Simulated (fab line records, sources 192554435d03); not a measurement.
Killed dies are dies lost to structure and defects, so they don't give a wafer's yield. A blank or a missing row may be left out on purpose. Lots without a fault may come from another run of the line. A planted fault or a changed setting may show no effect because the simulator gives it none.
fab line records | flow n5_finfet
record lots=7 wafers=21
route steps=1938 shown TV_OPEN@1888 PASSIVATION@1930
start_h: hours from the record's first day to the start of the lot's first wafer shown | wait_h: hours since the lot's step before | " the same as in the row above | L1.1+2: a row that stands for several wafers | - no value, or no start given | * or withheld: withheld | < > ~ a bound
route shown NAME@n: a module of which the file shows steps, and the number in the route of the first | usual: mean/standard deviation of fault-free wafers | same: alike in all rows | chamber/n: place in a boat | sites: the reading at each site | _std_site: their standard deviation | _edge_site: outer sites' mean less inner sites' | radius_mm: how far each site lies from the wafer's centre | mask NAME#n: copy n | behind: the tool/chamber that last shaped the wafer | hold: why the lot was held/for how many hours/how that ended | device: the transistor (n, p or np) that didn't switch | end of line: the same wafers' tests at the end of the route | a step without rows: its recipe alone | killed: dies lost to structure and defects at the first sort, not the wafer's yield | map: a wafer's dies, x killed, . not, _ none there
set.NAME: the setting as run; set.NAME@STEP: as run at that earlier step | model.NAME: the simulator's own value behind a step, which no gauge read
lots whose settings were changed on purpose; a table a step, a row a wafer
## steps
# step N5_PASSIVATION_VIA_ETCH_13
# recipe chemistry=CHF3/O2 target=SiO2 target_depth_a=6600 CHF3_flow_sccm=50 O2_flow_sccm=5 Ar_flow_sccm=200 time_s=330 mask_material=PR pressure_mtorr=30 source_w=650 bias_w=170 ion_energy_ev=200 ends=cleared
# usual rf_vpp_V=522/12
# columns lot.wafer tool chamber start_h wait_h set.bias_w rf_vpp_V
L074.2 rie_diel-01 2 263.57 0.0 170 548
L074.5 " 0 " " 192.7 578
L074.6 " 3 " " 170 524
L076.2 rie_diel-01 2 274.99 0.0 148.8 495
L076.3 " 3 " " 148.8 471
L076.5 " 2 " " 148.8 495
L078.1 rie_diel-03 1 290.14 0.0 170 517
L078.2 " 0 " " 170 512
L078.6 " 2 " " 139.7 441
L085.4 rie_diel-03 3 339.31 0.0 170 538
L085.5 " 1 " " 196.4 580
L085.6 " 0 " " 196.4 575
L089.3 rie_diel-01 2 345.42 0.0 170 551
L089.4 " 3 " " 170 524
L089.5 " 0 " " 170 523
L092.3 rie_diel-02 0 377.06 0.0 170 513
L092.4 " 3 " " 170 507
L092.6 " 0 " " 170 514
L094.1 rie_diel-02 2 387.24 0.0 170 502
L094.2 " 3 " " 197.6 573
L094.6 " 2 " " 170 501
# step N5_PASSIVATION_ETCH_54
# recipe chemistry=CHF3/O2 target=SiO2 target_depth_a=8800 CHF3_flow_sccm=50 O2_flow_sccm=5 Ar_flow_sccm=200 time_s=440 mask_material=PR pressure_mtorr=30 source_w=650 bias_w=170 ion_energy_ev=200
# usual rf_vpp_V=518/8.3
# columns lot.wafer tool chamber start_h wait_h set.bias_w rf_vpp_V
L074.2 rie_diel-04 3 267.36 0.1 140.5 447
L074.5 " 0 " " 170 521
L074.6 " 1 " " 140.5 450
L076.2 rie_diel-05 2 278.85 0.1 147.8 468
L076.3 " 0 " " 170 523
L076.5 " 0 " " 147.8 467
L078.1 rie_diel-05 0 296.57 0.1 194.6 582
L078.2 " 1 " " 194.6 572
L078.6 " 1 " " 170 513
L085.4 rie_diel-05 3 342.78 0.1 170 514
L085.5 " 0 " " 170 523
L085.6 " 3 " " 159.4 489
L089.3 rie_diel-05 2 349.91 0.1 170 521
L089.4 " 3 " " 191.8 567
L089.5 " 0 " " 191.8 576
L092.3 rie_diel-06 1 381.17 0.1 170 535
L092.4 " 2 " " 170 509
L092.6 " 3 " " 170 520
L094.1 rie_diel-05 2 390.97 0.1 158 491
L094.2 " 0 " " 170 522
L094.6 " 3 " " 170 513
## key
split step=N5_PASSIVATION_VIA_ETCH_13 setting=bias_w stated=170 by=wafer
response step=N5_PASSIVATION_VIA_ETCH_13 reading=rf_vpp_V change=+3.64 per=1% r=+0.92
split step=N5_PASSIVATION_ETCH_54 setting=bias_w stated=170 by=wafer
response step=N5_PASSIVATION_ETCH_54 reading=rf_vpp_V change=+4.21 per=1% r=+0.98
